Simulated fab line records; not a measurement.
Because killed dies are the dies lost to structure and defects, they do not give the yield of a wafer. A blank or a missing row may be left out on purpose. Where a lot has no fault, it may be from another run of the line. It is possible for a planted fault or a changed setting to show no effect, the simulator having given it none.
Which tool did it? ; flow n5 finfet ; 24 lots with 72 wafers sampled at 4 steps, on a route of 1938 steps

WHAT EACH GAUGE READ, for each wafer
N5_BEOL_M8_INSPECT_58: inspects for defects (darkfield). Usual: raw defect count at 76, with a standard deviation of 30.
lot;measured;on;raw defect count;flag
L075;day 9 09:51;defect inspect-02;65 123 63;
L074;day 9 14:23;defect inspect-02;176 77 184;
L076;day 10 06:56;defect inspect-02;91 70 99;
L078;day 10 08:00;defect inspect-02;102 162 133;
L077;day 10 08:16;defect inspect-01;49 52 58;
L079;day 10 11:47;defect inspect-02;72 58 65;
L080;day 10 14:26;defect inspect-02;107 81 81;
L081;day 10 18:59;defect inspect-01;86 61 79;
L082;day 11 06:35;defect inspect-02;69 78 76;
L083;day 11 06:51;defect inspect-02;43 63 61;
L084;day 11 10:49;defect inspect-02;78 74 73;
L085;day 11 14:00;defect inspect-02;52 64 57;
L087;day 15 00:24;defect inspect-01;101 120 73;
L086;day 15 12:10;defect inspect-01;43 47 73;
L088;day 15 12:43;defect inspect-01;57 25 87;
L093;day 15 15:35;defect inspect-01;79 120 52;
L089;day 15 15:50;defect inspect-02;57 66 59;
L096;day 15 23:47;defect inspect-01;117 115 102;
L094;day 16 00:38;defect inspect-01;74 40 32;
L091;day 16 03:20;defect inspect-01;56 50 64;
L090;day 16 07:09;defect inspect-01;102 84 74;
L095;day 16 10:29;defect inspect-01;46 108 70;
L097;day 16 11:55;defect inspect-02;75 44 62;
L092;day 16 18:34;defect inspect-01;32 49 41;

EACH LOT AND THE TOOL THAT RAN IT (in order: tool; ch and the chambers of the sampled wafers; start)
lot;N5_BEOL_M8_PRE_CLEAN_45;N5_BEOL_M8_SURFACE_TREAT_79;N5_BEOL_M8_SPUTTER_48
L075;pvd sputter-02, day 9 06:40;pvd sputter-02, day 9 08:43;pvd sputter-03, day 9 08:53
L074;pvd sputter-03, day 9 12:16;pvd sputter-03, day 9 12:46;pvd sputter-02, day 9 12:59
L076;pvd sputter-01, day 10 04:49;pvd sputter-02, day 10 05:11;pvd sputter-02, day 10 05:30
L078;pvd sputter-01, day 10 06:04;pvd sputter-01, day 10 06:25;pvd sputter-03, day 10 06:36
L077;pvd sputter-01, day 10 06:32;pvd sputter-03, day 10 06:52;pvd sputter-01, day 10 07:10
L079;pvd sputter-03, day 10 10:11;pvd sputter-03, day 10 10:33;pvd sputter-03, day 10 10:44
L080;pvd sputter-03, day 10 12:53;pvd sputter-02, day 10 13:14;pvd sputter-02, day 10 13:25
L081;pvd sputter-03, day 10 16:59;pvd sputter-03, day 10 17:25;pvd sputter-03, day 10 17:50
L082;pvd sputter-02, day 11 04:26;pvd sputter-01, day 11 04:47;pvd sputter-01, day 11 04:57
L083;pvd sputter-02, day 11 05:13;pvd sputter-02, day 11 05:35;pvd sputter-01, day 11 05:49
L084;pvd sputter-03, day 11 09:20;pvd sputter-01, day 11 09:41;pvd sputter-03, day 11 09:52
L085;pvd sputter-02, day 11 11:59;pvd sputter-02, day 11 12:24;pvd sputter-02, day 11 12:34
L087;pvd sputter-01, day 14 22:47;pvd sputter-03, day 14 23:08;pvd sputter-01, day 14 23:26
L086;pvd sputter-02, day 15 10:10;pvd sputter-03, day 15 10:37;pvd sputter-03, day 15 10:56
L088;pvd sputter-03, day 15 11:04;pvd sputter-01, day 15 11:28;pvd sputter-01, day 15 11:44
L093;pvd sputter-01, day 15 11:25;pvd sputter-01, day 15 13:40;pvd sputter-03, day 15 14:32
L089;pvd sputter-01, day 15 11:37;pvd sputter-03, day 15 14:10;pvd sputter-03, day 15 14:41
L096;pvd sputter-01, day 15 20:49;pvd sputter-03, day 15 21:23;pvd sputter-02, day 15 22:25
L094;pvd sputter-03, day 15 21:20;pvd sputter-01, day 15 21:55;pvd sputter-02, day 15 23:01
L091;pvd sputter-02, day 16 01:31;pvd sputter-02, day 16 01:52;pvd sputter-03, day 16 02:05
L090;pvd sputter-03, day 16 05:09;pvd sputter-03, day 16 05:34;pvd sputter-01, day 16 05:55
L095;pvd sputter-01, day 16 07:20;pvd sputter-02, day 16 09:08;pvd sputter-01, day 16 09:24
L097;pvd sputter-01, day 16 10:04;pvd sputter-02, day 16 10:29;pvd sputter-03, day 16 10:43
L092;pvd sputter-03, day 16 15:47;pvd sputter-01, day 16 16:23;pvd sputter-03, day 16 16:59
- N5_BEOL_M8_PRE_CLEAN_45: time 30 s.
- N5_BEOL_M8_SURFACE_TREAT_79
- N5_BEOL_M8_SPUTTER_48: material Cu, target thk 10 nm, time 1.667 s.

WHAT THE TOOLS THEMSELVES READ (means of the sampled wafers that have a number; where no wafer has one, the mark that the record gives instead)
N5_BEOL_M8_PRE_CLEAN_45. Usual: heater power w at 340 W, with a standard deviation of 30.
lot;tool;heater power w (W);flag
L075;pvd sputter-02;320;
L074;pvd sputter-03;352;
L076;pvd sputter-01;340;
L078;pvd sputter-01;351;
L077;pvd sputter-01;321;
L079;pvd sputter-03;354;
L080;pvd sputter-03;353;
L081;pvd sputter-03;349;
L082;pvd sputter-02;339;
L083;pvd sputter-02;334;
L084;pvd sputter-03;348;
L085;pvd sputter-02;315;
L087;pvd sputter-01;308;
L086;pvd sputter-02;339;
L088;pvd sputter-03;355;
L093;pvd sputter-01;344;
L089;pvd sputter-01;338;
L096;pvd sputter-01;307;
L094;pvd sputter-03;349;
L091;pvd sputter-02;336;
L090;pvd sputter-03;354;
L095;pvd sputter-01;317;
L097;pvd sputter-01;331;
L092;pvd sputter-03;372;

N5_BEOL_M8_SPUTTER_48. Usual: throttle valve pct at 30.1 %, with a standard deviation of 1.
lot;tool;throttle valve pct (%);flag
L075;pvd sputter-03;30.1;
L074;pvd sputter-02;29.7;
L076;pvd sputter-02;30.1;
L078;pvd sputter-03;30.0;
L077;pvd sputter-01;31.1;
L079;pvd sputter-03;30.1;
L080;pvd sputter-02;29.9;
L081;pvd sputter-03;30.2;
L082;pvd sputter-01;31.1;
L083;pvd sputter-01;31.5;
L084;pvd sputter-03;30.0;
L085;pvd sputter-02;29.9;
L087;pvd sputter-01;31.3;
L086;pvd sputter-03;29.8;
L088;pvd sputter-01;31.2;
L093;pvd sputter-03;30.5;
L089;pvd sputter-03;30.4;
L096;pvd sputter-02;29.6;
L094;pvd sputter-02;29.3;
L091;pvd sputter-03;29.9;
L090;pvd sputter-01;30.0;
L095;pvd sputter-01;31.2;
L097;pvd sputter-03;29.5;
L092;pvd sputter-03;29.9;

THE ANSWER, worked out from the rows above alone
Rule: a lot counts as off when the mean over its wafers that have a number is more than 3 standard deviations away from the usual mean. A lot without any number at a reading at which 4 lots or more have one is off too. All remaining lots with rows at the step are treated as sound. The gauges are gone through in route order, then the tools' own readings, and for those a lot's mean is taken as printed above. At the first step where some lot is off, the reading lying furthest off is the one used; lots without a number count as furthest.
No lot is off on any of the readings shown, so nothing can be concluded from this.

WHAT WAS PUT IN BY THE SIMULATOR
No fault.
